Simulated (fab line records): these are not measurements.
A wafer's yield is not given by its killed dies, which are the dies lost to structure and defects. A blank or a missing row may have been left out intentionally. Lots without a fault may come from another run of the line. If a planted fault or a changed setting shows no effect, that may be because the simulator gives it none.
fab line records | flow n5-finfet
record: lots: 7 | wafers: 21 | last-day: 17
route steps=1938 shown BEOL_M2@901 BEOL_M4@1111 PASSIVATION@1936
lots that met no fault: from a run of the same line without faults
start-h: hours from the record's opening day to when the first of the lot's shown wafers began | wait-h: time in hours since the lot's previous step | " unchanged from the row above | L1.1+2: one row covering several wafers at once | - no value present, or no start provided | * or withheld: withheld | < > ~ a bound
route shown NAME@n: a module of which the file shows steps, and the number in the route of the first | usual: the fault-free wafers' mean and standard deviation | same: alike in all rows | chamber/n: place in a boat | sites: readings site by site | _std_site: their standard deviation | _edge_site: inner sites' mean taken away from outer sites' mean | radius-mm: for every site, how far away it sits from the centre of the wafer | mask NAME#n: copy n | behind: tool/chamber where the wafer was last shaped | hold: why the lot was held/for how many hours/how that ended | device: whichever transistor did not switch (one of n, p or np) | end of line: at the end of the route, the tests of the same wafers | a step with no rows: only its recipe | killed: dies lost to structure and defects at the first sort, not the wafer's yield | map: the dies of a wafer, with x for killed, . for not killed, _ for no die there
set.NAME: the setting that was run; set.NAME@STEP: the one run at that earlier step | model.NAME: the simulator's own value behind a step, which no gauge read
a table for each step, a row for each wafer; lots at some steps of the route
services: the hour from which a tool's chamber was out of use, counted from the record's first day as start-h (under 0 if before that day), plus the number of hours and why
== steps ==
step: N5_BEOL_M2_ALD_84
recipe: material: TaN | target-thk-a: * | temp-c: 275 | ald-precursor-family: PDMAT | ald-co-reactant: NH3 | pressure-torr: 3 | carrier-flow-sccm: 1500 | pulse-time-s: 2 | purge-time-s: 3 | co-reactant-purge-time-s: 2 | co-reactant-pulse-time-s: 3 | ald-cycles: 30 | precursor-vessel-temp-c: 75 | precursor-vessel-pressure-torr: 26.25 | precursor-vessel-carrier-sccm: 1000
usual: heater-power-w: 446/41
lot.wafer | tool         | chamber | start-h | wait-h | heater-power-w | since-wet-clean-h
L196.1    | ald-metal-02 | 3       | 140.62  | 0.0    | 401            | 4419
L196.2    | "            | 1       | "       | "      | 445            | 4419
L196.6    | "            | 0       | "       | "      | 402            | -
L200.2    | ald-metal-04 | 1       | 158.27  | 0.1    | 448            | 1360
L200.3    | "            | 2       | "       | "      | 388            | 1360
L200.4    | "            | 0       | "       | "      | 402            | 1360
L210.2    | ald-metal-02 | 0       | 213.83  | 0.0    | 405            | 4492
L210.3    | "            | 2       | "       | "      | 402            | 4492
L210.6    | "            | 1       | "       | "      | 441            | -
L215.1    | ald-metal-03 | 2       | 259.25  | 0.0    | 504            | 2999
L215.2    | "            | 0       | "       | "      | 401            | 2999
L215.4    | "            | 3       | "       | "      | 436            | -
L216.1    | ald-metal-03 | 3       | 259.47  | 0.1    | 449            | 2999
L216.3    | "            | 2       | "       | "      | 503            | 2999
L216.5    | "            | 3       | "       | "      | 447            | -
L217.3    | ald-metal-03 | 2       | 265.79  | 0.1    | 487            | 3006
L217.5    | "            | 3       | "       | "      | 446            | -
L217.6    | "            | 0       | "       | "      | 407            | -
L219.1    | ald-metal-03 | 0       | 270.40  | 0.2    | 395            | 3010
L219.3    | "            | 3       | "       | "      | 452            | 3010
L219.4    | "            | 2       | "       | "      | 493            | 3010
step: N5_BEOL_M2_SURFACE_TREAT_85
recipe: gas: Ar | time-s: * | ion-energy-ev: * | ion-current-ma-cm2: 0.5 | pressure-mtorr: * | ar-flow-sccm: 30
step: N5_BEOL_M2_CVD_47
recipe: material: Co | target-thk-a: 30 | temp-c: withheld | precursor: CCTBA/H2 | pressure-torr: 30 | time-s: 223.8
step: N5_BEOL_M2_SPUTTER_48
recipe: material: Cu | target-thk-a: 45 | temp-c: -20 | chamber-pressure-pa: 0.07 | power-w: withheld | time-s: 8.29
usual: chuck-gas-flow-sccm: 1.25/0.048 | throttle-valve-pct: 29.7/0.77
lot.wafer | tool           | chamber | start-h | wait-h | chuck-gas-flow-sccm | throttle-valve-pct
L196.1    | pvd-sputter-03 | -       | 141.76  | 0.1    | 1.24                | 30.5
L196.2    | "              | -       | "       | "      | 1.30                | 29.4
L196.6    | "              | -       | "       | "      | 1.29                | 30.2
L200.2    | pvd-sputter-02 | -       | 158.98  | 0.2    | 1.35                | 28.7
L200.3    | "              | -       | "       | "      | 1.25                | 29.7
L200.4    | "              | -       | "       | "      | 1.26                | 30.4
L210.2    | pvd-sputter-03 | -       | 214.29  | 0.1    | 1.24                | 29.3
L210.3    | "              | -       | "       | "      | 1.27                | 30.2
L210.6    | "              | -       | "       | "      | 1.20                | 30.6
L215.1    | pvd-sputter-01 | -       | 259.91  | 0.2    | 1.27                | 28.8
L215.2    | "              | -       | "       | "      | 1.17                | 29.1
L215.4    | "              | -       | "       | "      | 1.25                | 29.4
L216.1    | pvd-sputter-01 | -       | 261.75  | 1.7    | 1.22                | 28.8
L216.3    | "              | -       | "       | "      | 1.25                | 28.9
L216.5    | "              | -       | "       | "      | 1.21                | 29.1
L217.3    | pvd-sputter-03 | -       | 266.40  | 0.2    | 1.21                | 29.4
L217.5    | "              | -       | "       | "      | 1.25                | 30.9
L217.6    | "              | -       | "       | "      | 1.28                | 30.0
L219.1    | pvd-sputter-02 | -       | 271.17  | 0.1    | 1.27                | 29.6
L219.3    | "              | -       | "       | "      | 1.21                | 30.5
L219.4    | "              | -       | "       | "      | 1.26                | 29.6
step: N5_BEOL_M2_ANNEAL_49
recipe: temp-c: 400 | time-s: 240 | ambient: vacuum
step: N5_BEOL_M2_SPUTTER_79
recipe: material: Cu | target-thk-a: 45 | temp-c: -20 | chamber-pressure-pa: 0.07 | power-w: withheld | time-s: 8.29
step: N5_BEOL_M2_ANNEAL_80
recipe: temp-c: 400 | time-s: 240 | ambient: vacuum
step: N5_BEOL_M2_SPUTTER_81
recipe: material: Cu | target-thk-a: 45 | temp-c: -20 | chamber-pressure-pa: 0.07 | power-w: withheld | time-s: 8.29
usual: chuck-gas-flow-sccm: 1.26/0.051 | throttle-valve-pct: 29.8/0.76
lot.wafer | tool           | chamber | start-h | wait-h | chuck-gas-flow-sccm | throttle-valve-pct
L196.1    | pvd-sputter-03 | -       | 142.20  | 0.1    | 1.20                | 30.2
L196.2    | "              | -       | "       | "      | 1.15                | 29.3
L196.6    | "              | -       | "       | "      | 1.27                | 30.2
L200.2    | pvd-sputter-02 | -       | 159.42  | 0.1    | 1.31                | 28.4
L200.3    | "              | -       | "       | "      | 1.25                | 30.1
L200.4    | "              | -       | "       | "      | 1.26                | 30.6
L210.2    | pvd-sputter-03 | -       | 214.73  | 0.1    | 1.32                | 29.2
L210.3    | "              | -       | "       | "      | 1.24                | 30.3
L210.6    | "              | -       | "       | "      | 1.24                | 30.6
L215.1    | pvd-sputter-01 | -       | 260.35  | 0.1    | 1.25                | 28.8
L215.2    | "              | -       | "       | "      | 1.27                | 28.8
L215.4    | "              | -       | "       | "      | 1.31                | 29.6
L216.1    | pvd-sputter-01 | -       | 262.19  | 0.1    | 1.34                | 28.9
L216.3    | "              | -       | "       | "      | 1.32                | 28.9
L216.5    | "              | -       | "       | "      | 1.20                | 28.9
L217.3    | pvd-sputter-03 | -       | 266.84  | 0.1    | 1.26                | 29.1
L217.5    | "              | -       | "       | "      | 1.19                | 31.0
L217.6    | "              | -       | "       | "      | 1.30                | 30.1
L219.1    | pvd-sputter-02 | -       | 271.61  | 0.1    | 1.29                | 29.7
L219.3    | "              | -       | "       | "      | 1.26                | 30.6
L219.4    | "              | -       | "       | "      | 1.29                | 30.0
step: N5_BEOL_M2_ANNEAL_82
recipe: temp-c: 400 | time-s: 240 | ambient: vacuum
step: N5_BEOL_M2_SPUTTER_86
recipe: material: Cu | target-thk-a: 45 | temp-c: -20 | chamber-pressure-pa: 0.07 | power-w: withheld | time-s: 8.29
usual: chuck-gas-flow-sccm: 1.26/0.051 | throttle-valve-pct: 29.8/0.78
lot.wafer | tool           | chamber | start-h | wait-h | chuck-gas-flow-sccm | throttle-valve-pct
L196.1    | pvd-sputter-03 | -       | 142.42  | 0.1    | 1.12                | 30.3
L196.2    | "              | -       | "       | "      | 1.28                | 29.0
L196.6    | "              | -       | "       | "      | 1.20                | 30.2
L200.2    | pvd-sputter-02 | -       | 159.64  | 0.1    | 1.36                | 29.0
L200.3    | "              | -       | "       | "      | 1.34                | 30.1
L200.4    | "              | -       | "       | "      | 1.30                | 30.1
L210.2    | pvd-sputter-03 | -       | 214.95  | 0.1    | 1.25                | 29.1
L210.3    | "              | -       | "       | "      | 1.22                | 30.4
L210.6    | "              | -       | "       | "      | 1.23                | 30.3
L215.1    | pvd-sputter-01 | -       | 260.57  | 0.1    | 1.24                | 28.8
L215.2    | "              | -       | "       | "      | 1.20                | 29.0
L215.4    | "              | -       | "       | "      | 1.23                | 29.5
L216.1    | pvd-sputter-01 | -       | 262.41  | 0.1    | 1.20                | 29.0
L216.3    | "              | -       | "       | "      | 1.21                | 28.9
L216.5    | "              | -       | "       | "      | 1.25                | 28.9
L217.3    | pvd-sputter-03 | -       | 267.06  | 0.1    | 1.22                | 29.7
L217.5    | "              | -       | "       | "      | 1.32                | 31.2
L217.6    | "              | -       | "       | "      | 1.22                | 30.2
L219.1    | pvd-sputter-02 | -       | 271.83  | 0.1    | 1.28                | 29.3
L219.3    | "              | -       | "       | "      | 1.23                | 30.4
L219.4    | "              | -       | "       | "      | 1.26                | 30.3
step: N5_BEOL_M2_ANNEAL_87
recipe: temp-c: 400 | time-s: 240 | ambient: vacuum
step: N5_BEOL_M2_SPUTTER_88
recipe: material: Cu | target-thk-a: 45 | temp-c: -20 | chamber-pressure-pa: 0.07 | power-w: withheld | time-s: 8.29
usual: chuck-gas-flow-sccm: 1.26/0.051 | throttle-valve-pct: 29.8/0.75
lot.wafer | tool           | chamber | start-h | wait-h | chuck-gas-flow-sccm | throttle-valve-pct
L196.1    | pvd-sputter-03 | -       | 142.64  | 0.1    | 1.25                | 30.1
L196.2    | "              | -       | "       | "      | 1.19                | 29.5
L196.6    | "              | -       | "       | "      | 1.30                | 30.1
L200.2    | pvd-sputter-02 | -       | 159.86  | 0.1    | 1.22                | 28.5
L200.3    | "              | -       | "       | "      | 1.31                | 30.1
L200.4    | "              | -       | "       | "      | 1.23                | 30.4
L210.2    | pvd-sputter-03 | -       | 215.17  | 0.1    | 1.24                | 29.2
L210.3    | "              | -       | "       | "      | 1.24                | 30.2
L210.6    | "              | -       | "       | "      | 1.26                | 30.4
L215.1    | pvd-sputter-01 | -       | 260.79  | 0.1    | 1.29                | 28.4
L215.2    | "              | -       | "       | "      | 1.22                | 29.1
L215.4    | "              | -       | "       | "      | 1.24                | 29.8
L216.1    | pvd-sputter-01 | -       | 262.63  | 0.1    | 1.21                | 28.7
L216.3    | "              | -       | "       | "      | 1.23                | 29.0
L216.5    | "              | -       | "       | "      | 1.19                | 29.1
L217.3    | pvd-sputter-03 | -       | 267.28  | 0.1    | 1.27                | 29.1
L217.5    | "              | -       | "       | "      | 1.20                | 31.0
L217.6    | "              | -       | "       | "      | 1.23                | 30.2
L219.1    | pvd-sputter-02 | -       | 272.05  | 0.1    | 1.19                | 29.1
L219.3    | "              | -       | "       | "      | 1.18                | 30.4
L219.4    | "              | -       | "       | "      | 1.26                | 29.9
step: N5_BEOL_M2_ANNEAL_89
recipe: temp-c: 400 | time-s: 240 | ambient: vacuum
usual: heater-power-w: 831/41 | susceptor-temp-C: 400.00/0.22
lot.wafer | tool           | chamber | start-h | wait-h | heater-power-w | susceptor-temp-C
L196.1    | pvd-sputter-03 | -       | 142.72  | 0.0    | 838            | 400.55
L196.2    | "              | -       | "       | "      | 752            | 400.08
L196.6    | "              | -       | "       | "      | 865            | 400.33
L200.2    | pvd-sputter-02 | -       | 159.94  | 0.0    | 874            | 399.59
L200.3    | "              | -       | "       | "      | 753            | 400.24
L200.4    | "              | -       | "       | "      | 838            | 399.63
L210.2    | pvd-sputter-03 | -       | 215.25  | 0.0    | 787            | 399.78
L210.3    | "              | -       | "       | "      | 842            | 400.18
L210.6    | "              | -       | "       | "      | 828            | 399.83
L215.1    | pvd-sputter-01 | -       | 260.87  | 0.0    | -              | -
L215.2    | "              | -       | "       | "      | -              | -
L215.4    | "              | -       | "       | "      | -              | -
L216.1    | pvd-sputter-01 | -       | 262.71  | 0.0    | -              | -
L216.3    | "              | -       | "       | "      | -              | -
L216.5    | "              | -       | "       | "      | -              | -
L217.3    | pvd-sputter-03 | -       | 267.36  | 0.0    | -              | -
L217.5    | "              | -       | "       | "      | -              | -
L217.6    | "              | -       | "       | "      | -              | -
L219.1    | pvd-sputter-02 | -       | 272.13  | 0.0    | 831            | 400.07
L219.3    | "              | -       | "       | "      | 808            | 400.07
L219.4    | "              | -       | "       | "      | 740            | 399.66
step: N5_BEOL_M2_SPUTTER_90
recipe: material: Cu | target-thk-a: 45 | temp-c: -20 | chamber-pressure-pa: 0.07 | power-w: withheld | time-s: 8.29
step: N5_BEOL_M4_RC_MEAS_101
usual: DIBL_N: 35.9/2.5 | DIBL_P: 36.0/3 | IOFF_N: 0.16/0.047 | IOFF_P: 0.21/0.047 | ION_N: 671/14 | ION_P: 460/8.8 | SS_N: 71.5/0.73 | SS_P: 73.2/0.91 | VT_N: 250/4.3 | VT_P: -251/3.6
lot.wafer | tool      | chamber | start-h | wait-h | DIBL_N[mV/V] | DIBL_P[mV/V] | IOFF_N[nA/um] | IOFF_P[nA/um] | ION_N[uA/um] | ION_P[uA/um] | SS_N[mV/dec] | SS_P[mV/dec] | VT_N[mV] | VT_P[mV]
L196.1    | prober-02 | 0       | 162.25  | 0.0    | 34.2         | 32.5         | 0.13          | 0.15          | 653          | 444          | 71.4         | 72.6         | 255      | -256
L196.2    | "         | 0       | "       | "      | 30.9         | 30.8         | 0.09          | 0.15          | 653          | 455          | 70.0         | 72.1         | 254      | -257
L196.6    | "         | 0       | "       | "      | 32.2         | 31.4         | 0.10          | 0.15          | 654          | 451          | 70.8         | 71.9         | 256      | -258
L200.2    | prober-02 | 0       | 185.32  | 0.2    | 34.4         | 33.1         | 0.13          | 0.17          | 654          | 454          | 71.9         | 72.0         | 253      | -253
L200.3    | "         | 0       | "       | "      | 31.4         | 31.8         | 0.09          | 0.15          | 647          | 453          | 70.7         | 72.0         | 255      | -253
L200.4    | "         | 0       | "       | "      | 37.4         | 37.1         | 0.17          | 0.21          | 693          | 466          | 72.5         | 73.5         | 247      | -250
L210.2    | prober-02 | 0       | 243.29  | 0.2    | 33.2         | 33.3         | 0.11          | 0.14          | 664          | 455          | 70.7         | 71.9         | 253      | -257
L210.3    | "         | 0       | "       | "      | 34.4         | 34.4         | 0.12          | 0.16          | 667          | 455          | 72.3         | 72.7         | 253      | -256
L210.6    | "         | 0       | "       | "      | 35.2         | 35.8         | 0.14          | 0.18          | 665          | 457          | 71.1         | 73.2         | 250      | -253
L215.1    | prober-01 | 0       | 280.15  | 0.0    | 37.6         | 35.9         | 0.16          | 0.19          | 673          | 456          | 72.1         | 73.7         | 252      | -252
L215.2    | "         | 0       | "       | "      | 36.5         | 36.0         | 0.14          | 0.20          | 662          | 456          | 71.5         | 73.4         | 253      | -252
L215.4    | "         | 0       | "       | "      | 39.0         | 39.9         | 0.21          | 0.27          | 689          | 471          | 72.6         | 74.7         | 246      | -246
L216.1    | prober-01 | 0       | 283.75  | 0.0    | 36.8         | 40.0         | 0.18          | 0.27          | 682          | 475          | 71.9         | 74.3         | 250      | -246
L216.3    | "         | 0       | "       | "      | 35.5         | 38.7         | 0.16          | 0.26          | 683          | 478          | 72.0         | 73.7         | 246      | -245
L216.5    | "         | 0       | "       | "      | 35.1         | 37.2         | 0.15          | 0.22          | 677          | 468          | 72.1         | 73.7         | 249      | -250
L217.3    | prober-01 | 0       | 291.67  | 0.3    | 37.1         | 38.3         | 0.19          | 0.26          | 674          | 463          | 72.3         | 73.9         | 248      | -246
L217.5    | "         | 0       | "       | "      | 34.0         | 33.3         | 0.13          | 0.19          | 666          | 459          | 70.3         | 72.6         | 252      | -252
L217.6    | "         | 0       | "       | "      | 35.0         | 34.8         | 0.14          | 0.20          | 671          | 466          | 71.8         | 72.5         | 253      | -250
L219.1    | prober-01 | 0       | 300.37  | 0.0    | 35.3         | 35.2         | 0.14          | 0.19          | 670          | 459          | 71.5         | 73.5         | 250      | -252
L219.3    | "         | 0       | "       | "      | 40.0         | 41.6         | 0.24          | 0.31          | 682          | 470          | 72.3         | 74.5         | 244      | -246
L219.4    | "         | 0       | "       | "      | 37.4         | 37.6         | 0.16          | 0.22          | 655          | 454          | 72.2         | 73.9         | 250      | -250
step: N5_PASSIVATION_PROBE_49
usual: defect-limited-yield: 91.4/1.4 | killed_at_M0_to_M3: 34/8.9 | killed_at_M4_up: 13/4.6 | killed-at-contacts: 12/5.5 | killed-at-front-end: 41/11 | killed-at-other: 3.1/2.9 | killed-dies: 102/16 | killed-open: 66/11 | killed-short: 34/7.6 | sort_bin_5_function: 5.1/0.89 | sort_bin_6_memory: 3.2/0.61 | sort_bin_8_speed: 0.02/0.12 | sort-n-pass: 1078/16 | sort-yield-pct: 91.3/1.4
same: gross-dies: 1180 | killed-at-back-side: 0 | sort_bin_4_leakage[%]: 0
lot.wafer | tool      | chamber | start-h | wait-h | defect-limited-yield[%] | killed_at_M0_to_M3 | killed_at_M4_up | killed-at-contacts | killed-at-front-end | killed-at-other | killed-dies | killed-open | killed-short | sort_bin_5_function[%] | sort_bin_6_memory[%] | sort_bin_8_speed[%] | sort-n-pass | sort-yield-pct[%]
L196.1    | prober-02 | -       | 264.46  | 0.0    | 90.4                    | 35                 | 8               | 20                 | 45                  | 5               | 113         | 74          | 39           | 5.3                    | 3.9                  | 0.08                | 1066        | 90.3
L196.2    | prober-02 | -       | 264.51  | 0.1    | 91.7                    | 29                 | 13              | 8                  | 45                  | 3               | 98          | 53          | 45           | 4.5                    | 3.5                  | 0                   | 1082        | 91.7
L196.6    | prober-02 | -       | 264.71  | 0.3    | 90.7                    | 42                 | 5               | 22                 | 37                  | 4               | 110         | 68          | 41           | 4.4                    | 4.2                  | 0                   | 1070        | 90.7
L200.2    | prober-01 | -       | 286.06  | 0.1    | 93.1                    | 35                 | 9               | 11                 | 23                  | 4               | 82          | 51          | 31           | 4.6                    | 2.3                  | 0                   | 1098        | 93.1
L200.3    | prober-01 | -       | 286.11  | 0.1    | 92.0                    | 31                 | 13              | 9                  | 33                  | 8               | 94          | 62          | 31           | 4.7                    | 2.9                  | 0.08                | 1085        | 91.9
L200.4    | prober-01 | -       | 286.16  | 0.2    | 93.4                    | 21                 | 14              | 15                 | 27                  | 1               | 78          | 55          | 23           | 3.6                    | 2.7                  | 0                   | 1102        | 93.4
L210.2    | prober-01 | -       | 354.34  | 0.1    | 91.4                    | 29                 | 9               | 17                 | 45                  | 2               | 102         | 62          | 34           | 4.8                    | 3.0                  | 0                   | 1078        | 91.4
L210.3    | prober-01 | -       | 354.39  | 0.1    | 92.8                    | 15                 | 6               | 12                 | 45                  | 7               | 85          | 55          | 29           | 4.7                    | 2.1                  | 0                   | 1095        | 92.8
L210.6    | prober-01 | -       | 354.54  | 0.3    | 92.6                    | 31                 | 1               | 14                 | 39                  | 2               | 87          | 64          | 23           | 4.4                    | 2.9                  | 0                   | 1093        | 92.6
L216.1    | prober-01 | -       | 380.91  | 0.0    | 94.2                    | 19                 | 11              | 7                  | 30                  | 1               | 68          | 49          | 19           | 3.7                    | 1.9                  | 0                   | 1112        | 94.2
L216.3    | prober-01 | -       | 381.01  | 0.1    | 90.3                    | 26                 | 13              | 15                 | 59                  | 1               | 114         | 74          | 35           | 5.3                    | 3.4                  | 0                   | 1066        | 90.3
L216.5    | prober-01 | -       | 381.11  | 0.2    | 92.2                    | 21                 | 10              | 10                 | 46                  | 5               | 92          | 59          | 31           | 4.2                    | 3.0                  | 0                   | 1088        | 92.2
L215.1    | prober-02 | -       | 384.72  | 0.0    | 90.2                    | 39                 | 21              | 16                 | 38                  | 2               | 116         | 80          | 36           | 5.0                    | 4.3                  | 0                   | 1064        | 90.2
L215.2    | prober-02 | -       | 384.77  | 0.1    | 90.8                    | 30                 | 23              | 8                  | 39                  | 9               | 109         | 72          | 34           | 5.3                    | 3.4                  | 0                   | 1071        | 90.8
L215.4    | prober-02 | -       | 384.87  | 0.2    | 90.2                    | 58                 | 11              | 11                 | 32                  | 4               | 116         | 77          | 39           | 5.9                    | 3.6                  | 0                   | 1064        | 90.2
L217.3    | prober-02 | -       | 392.02  | 0.1    | 92.2                    | 42                 | 9               | 7                  | 32                  | 2               | 92          | 50          | 42           | 4.2                    | 3.2                  | 0                   | 1088        | 92.2
L217.5    | prober-02 | -       | 392.12  | 0.2    | 93.9                    | 25                 | 6               | 10                 | 27                  | 4               | 72          | 45          | 27           | 3.5                    | 2.3                  | 0                   | 1108        | 93.9
L217.6    | prober-02 | -       | 392.17  | 0.3    | 93.1                    | 36                 | 14              | 15                 | 17                  | 0               | 82          | 56          | 25           | 3.9                    | 2.5                  | 0                   | 1098        | 93.1
L219.1    | prober-01 | -       | 407.78  | 0.0    | 90.3                    | 35                 | 17              | 16                 | 45                  | 1               | 114         | 73          | 34           | 5.0                    | 3.6                  | 0                   | 1066        | 90.3
L219.3    | prober-01 | -       | 407.88  | 0.1    | 92.9                    | 37                 | 16              | 9                  | 18                  | 4               | 84          | 65          | 19           | 4.7                    | 2.3                  | 0                   | 1096        | 92.9
L219.4    | prober-01 | -       | 407.93  | 0.2    | 92.2                    | 23                 | 12              | 4                  | 48                  | 5               | 92          | 61          | 31           | 4.6                    | 2.8                  | 0                   | 1088        | 92.2
killed by level:class
L196.1 MOL_CONTACT_COAG:geometric-particle:open=16 BEOL_M3:geometric-particle:open=11 STI_FIN_REVEAL:geometric-particle:open=9 ILD0:geometric-particle:short=9 BEOL_M0_SAQP:geometric-particle:open=8 GATE_CUT:geometric-particle:short=6 ILD0:geometric-particle:open=6 BEOL_M0_SAQP:geometric-particle:short=6
L196.2 FIN_SAQP:geometric-particle:short=10 BEOL_M0_SAQP:geometric-particle:open=9 GATE_CUT:geometric-particle:short=7 MOL_CONTACT_COAG:geometric-particle:open=7 FIN_SAQP:geometric-particle:open=6 BEOL_M0_SAQP:geometric-particle:short=6 BEOL_M2:geometric-particle:short=5 BEOL_M2:geometric-particle:open=5
L196.6 MOL_CONTACT_COAG:geometric-particle:open=16 FIN_SAQP:geometric-particle:short=15 BEOL_M1:geometric-particle:open=10 BEOL_M2:geometric-particle:open=10 BEOL_M3:geometric-particle:open=9 MOL_CONTACT_COAG:geometric-particle:short=6 BEOL_M0_SAQP:geometric-particle:open=5 FIN_SAQP:geometric-particle:open=4
L200.2 MOL_CONTACT_COAG:geometric-particle:open=10 BEOL_M1:geometric-particle:open=10 BEOL_M0_SAQP:geometric-particle:short=7 FIN_SAQP:geometric-particle:open=6 BEOL_M0_SAQP:geometric-particle:open=6 BEOL_M1:geometric-particle:short=6 DUMMY_GATE:geometric-particle:open=4 FIN_SAQP:geometric-particle:short=3
L200.3 BEOL_M1:geometric-particle:open=9 FIN_SAQP:geometric-particle:short=8 MOL_CONTACT_COAG:geometric-particle:open=8 BEOL_M0_SAQP:geometric-particle:open=6 BEOL_M4:geometric-particle:open=6 GATE_CUT:geometric-particle:open=5 PAD_METAL:geometric-particle:short=5 BEOL_M3:geometric-particle:open=5
L200.4 MOL_CONTACT_COAG:geometric-particle:open=13 BEOL_M5:geometric-particle:open=8 BEOL_M1:geometric-particle:open=6 GATE_CUT:geometric-particle:short=5 FIN_SAQP:geometric-particle:open=4 BEOL_M2:geometric-particle:open=4 FIN_SAQP:geometric-particle:short=3 STI_FIN_REVEAL:geometric-particle:open=3
L210.2 MOL_CONTACT_COAG:geometric-particle:open=13 FIN_SAQP:geometric-particle:short=12 BEOL_M2:geometric-particle:open=7 STI_FIN_REVEAL:geometric-particle:open=6 BEOL_M0:geometric-particle:open=6 BEOL_M3:geometric-particle:open=6 HKMG_FIN:area-etch=6 FIN_SAQP:geometric-particle:open=5
L210.3 FIN_SAQP:geometric-particle:open=17 STI_FIN_REVEAL:geometric-particle:open=9 MOL_CONTACT_COAG:geometric-particle:open=9 FIN_SAQP:geometric-particle:short=7 BEOL_M0_SAQP:geometric-particle:short=4 BEOL_M3:geometric-particle:open=4 MOL_CONTACT_COAG:geometric-particle:short=3 BEOL_M2:geometric-particle:open=3
L210.6 STI_FIN_REVEAL:geometric-particle:open=13 BEOL_M3:geometric-particle:open=13 MOL_CONTACT_COAG:geometric-particle:open=12 FIN_SAQP:geometric-particle:open=7 FIN_SAQP:geometric-particle:short=6 BEOL_M0_SAQP:geometric-particle:short=4 BEOL_M0_SAQP:geometric-particle:open=4 BEOL_M1:geometric-particle:open=3
L216.1 DUMMY_GATE:geometric-particle:open=8 MOL_CONTACT_COAG:geometric-particle:open=7 GATE_CUT:geometric-particle:short=7 BEOL_M0_SAQP:geometric-particle:open=5 BEOL_M2:geometric-particle:open=5 GATE_CUT:geometric-particle:open=4 STI_FIN_REVEAL:geometric-particle:open=3 BEOL_M3:geometric-particle:open=3
L216.3 STI_FIN_REVEAL:geometric-particle:open=23 MOL_CONTACT_COAG:geometric-particle:open=10 DUMMY_GATE:geometric-particle:open=8 BEOL_M0_SAQP:geometric-particle:short=7 STI_FIN_REVEAL:geometric-particle:short=6 MOL_CONTACT_COAG:geometric-particle:short=5 BEOL_M0_SAQP:geometric-particle:open=5 HKMG_FIN:area-etch=5
L216.5 STI_FIN_REVEAL:geometric-particle:open=15 STI_FIN_REVEAL:geometric-particle:short=11 MOL_CONTACT_COAG:geometric-particle:open=8 BEOL_M0_SAQP:geometric-particle:open=8 BEOL_M0_SAQP:geometric-particle:short=5 DUMMY_GATE:geometric-particle:open=5 PASS1_DEP:geometric-particle:open=4 STARTING-WAFER:geometric-particle:open=4
L215.1 MOL_CONTACT_COAG:geometric-particle:open=11 BEOL_M3:geometric-particle:open=9 BEOL_M4:geometric-particle:open=9 BEOL_M0_SAQP:geometric-particle:short=7 BEOL_M1:geometric-particle:open=7 BEOL_M2:geometric-particle:open=7 FIN_SAQP:geometric-particle:short=6 STI_FIN_REVEAL:geometric-particle:open=6
L215.2 FIN_SAQP:geometric-particle:open=12 BEOL_M3:geometric-particle:open=8 BEOL_M4:geometric-particle:open=8 BEOL_M0_SAQP:geometric-particle:open=7 BEOL_M2:geometric-particle:open=7 MOL_CONTACT_COAG:geometric-particle:open=6 GATE_CUT:geometric-particle:short=5 DUMMY_GATE:geometric-particle:open=4
L215.4 BEOL_M0_SAQP:geometric-particle:short=13 BEOL_M1:geometric-particle:open=12 MOL_CONTACT_COAG:geometric-particle:open=10 BEOL_M3:geometric-particle:open=10 FIN_SAQP:geometric-particle:open=9 BEOL_M0_SAQP:geometric-particle:open=9 FIN_SAQP:geometric-particle:short=7 BEOL_M2:geometric-particle:open=7
L217.3 BEOL_M0_SAQP:geometric-particle:open=15 BEOL_M0_SAQP:geometric-particle:short=11 FIN_SAQP:geometric-particle:open=5 GATE_CUT:geometric-particle:short=5 MOL_CONTACT_COAG:geometric-particle:open=5 BEOL_M1:geometric-particle:open=5 FIN_SAQP:geometric-particle:short=4 FIN_CUT:geometric-particle:short=4
L217.5 STI_FIN_REVEAL:geometric-particle:open=6 MOL_CONTACT_COAG:geometric-particle:open=6 BEOL_M0_SAQP:geometric-particle:short=6 BEOL_M0_SAQP:geometric-particle:open=5 BEOL_M3:geometric-particle:open=5 MOL_CONTACT_COAG:geometric-particle:short=4 STI_FIN_REVEAL:geometric-particle:short=3 GATE_CUT:geometric-particle:open=3
L217.6 MOL_CONTACT_COAG:geometric-particle:open=11 BEOL_M0_SAQP:geometric-particle:open=10 BEOL_M0_SAQP:geometric-particle:short=9 BEOL_M2:geometric-particle:open=7 BEOL_M1:geometric-particle:open=5 FIN_SAQP:geometric-particle:short=4 MOL_CONTACT_COAG:geometric-particle:short=4 BEOL_M4:geometric-particle:open=4
L219.1 MOL_CONTACT_COAG:geometric-particle:open=15 BEOL_M3:geometric-particle:open=11 BEOL_M4:geometric-particle:open=10 HKMG_FIN:area-etch=7 STARTING-WAFER:geometric-particle:short=6 BEOL_M0_SAQP:geometric-particle:open=6 BEOL_M1:geometric-particle:open=6 STI_FIN_REVEAL:geometric-particle:open=5
L219.3 BEOL_M1:geometric-particle:open=14 BEOL_M3:geometric-particle:open=8 MOL_CONTACT_COAG:geometric-particle:open=7 FIN_SAQP:geometric-particle:open=6 BEOL_M4:geometric-particle:open=6 BEOL_M0_SAQP:geometric-particle:open=5 BEOL_M4:geometric-particle:short=4 FIN_SAQP:geometric-particle:short=3
L219.4 FIN_SAQP:geometric-particle:open=13 BEOL_M3:geometric-particle:open=10 FIN_SAQP:geometric-particle:short=9 BEOL_M1:geometric-particle:open=5 STI_FIN_REVEAL:geometric-particle:open=4 BEOL_M4:geometric-particle:open=4 PASS1_CAP:geometric-particle:short=4 ILD0:geometric-particle:short=3
== services ==
tool           | chamber | start-h | hours | kind
ald-metal-04   | -       | 125.67  | 0.7   | repair
pvd-sputter-01 | -       | 131.36  | 1.3   | repair
ald-metal-02   | 2       | 133.25  | 9.4   | repair
ald-metal-03   | 0       | 172.35  | 26.0  | repair
ald-metal-02   | -       | 199.16  | 4.3   | pm
ald-metal-02   | 3       | 207.40  | 16.6  | repair
ald-metal-04   | 1       | 211.18  | 24.9  | repair
ald-metal-03   | 0       | 251.81  | 3.2   | repair
ald-metal-03   | 1       | 254.75  | 14.2  | repair
== key ==
first-sign: step: N5_BEOL_M2_ANNEAL_89 | reading: tool-record | direction: missing
effect none on later readings
met-at N5_BEOL_M2_ANNEAL_89
struck-wafers L215.1,L215.2,L215.4,L216.1,L216.3,L216.5,L217.3,L217.5,L217.6
onset-between 215.25 260.87
fault: kind: skipped-step-whole | tool: pvd-sputter-01,pvd-sputter-03 | chamber: - | onset-h: 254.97 | steps: N5_BEOL_M2_ANNEAL_89 | scope: struck-lots-only
